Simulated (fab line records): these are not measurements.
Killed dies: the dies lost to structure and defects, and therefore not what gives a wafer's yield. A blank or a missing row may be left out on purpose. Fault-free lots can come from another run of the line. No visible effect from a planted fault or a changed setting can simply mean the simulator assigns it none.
Split-lot experiment    flow n5_finfet    21 wafers read from 7 lots, route of 1938 steps

SPLIT DETAILS
At N5_HKMG_FIN_PEB_10 (peb time 60 s), the setting peb_time_s was moved away from the recipe's 60 s on 8 of the 21 wafers read, by -20.5% to +19.8%. All remaining wafers had this setting at the recipe value.

BETWEEN THE SPLIT AND THE READING: the file shows 1 step in between
- N5_HKMG_FIN_DEVELOP_11: develop time 30 s

THE READING
cd_nm, in nm, at N5_HKMG_FIN_CD_MEAS_12 (target cd 92.8 nm). On this fab line, fault-free wafers typically give 92.8 nm with a standard deviation of 0.53 nm.

wafer   tool, chamber at the split  peb_time_s as run, s  against the recipe  cd_nm, nm  against lot-mates on the recipe
L074.4  litho_track-02, 0           60                    recipe              93.1       -
L074.5  litho_track-02, 0           60                    recipe              93.1       -
L074.6  litho_track-02, 0           60                    recipe              92.0       -
L076.2  litho_track-03, 0           60                    recipe              92.6       -
L076.3  litho_track-03, 0           60                    recipe              93.1       -
L076.6  litho_track-03, 0           60                    recipe              93.0       -
L080.3  litho_track-04, 0           60                    recipe              93.0       -
L080.4  litho_track-04, 0           60                    recipe              93.1       -
L080.6  litho_track-04, 0           60                    recipe              93.3       -
L086.1  litho_track-04, 0           48.5                  -19.2%              85.0       -8.4
L086.3  litho_track-04, 0           48.5                  -19.2%              85.1       -8.3
L086.6  litho_track-04, 0           60                    recipe              93.4       -
L087.2  litho_track-03, 0           52.78                 -12.0%              87.8       -4.6
L087.5  litho_track-03, 0           60                    recipe              92.4       -
L087.6  litho_track-03, 0           52.78                 -12.0%              87.7       -4.7
L089.4  litho_track-02, 0           60                    recipe              93.1       -
L089.5  litho_track-02, 0           71.89                 +19.8%              98.7       +5.6
L089.6  litho_track-02, 0           71.89                 +19.8%              98.5       +5.4
L096.1  litho_track-03, 0           60                    recipe              92.7       -
L096.2  litho_track-03, 0           47.7                  -20.5%              84.7       -8.0
L096.5  litho_track-03, 0           47.7                  -20.5%              84.6       -8.1

FIT RESULTS
A straight line over all 21 wafers: cd_nm changes by +0.364 nm for each +1% of peb_time_s; r = +0.99; the points scatter about the line by 0.63 nm.
The same after taking each lot's own level away (the mean of its wafers on the recipe; 21 wafers): +0.36 nm for each +1%; r = +0.99; scatter 0.67 nm.
The reading moves by 7.4 nm for the largest change in peb_time_s, on that fit.
The span of the lots' own levels, 92.40 to 93.40 nm, comes to 1.9 times the standard deviation stated above.
Hence the lot-to-lot level has little effect on the slope; both slopes agree.
Check: for one of the wafers moved furthest among these (-20.5%), held out of the fit, the line's prediction against its lot-mates is -7.73 nm. It came out at -8 nm against them.

THE FILE'S OWN FIT
cd_nm changes by +0.37 nm for each +1% of peb_time_s, r = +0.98.
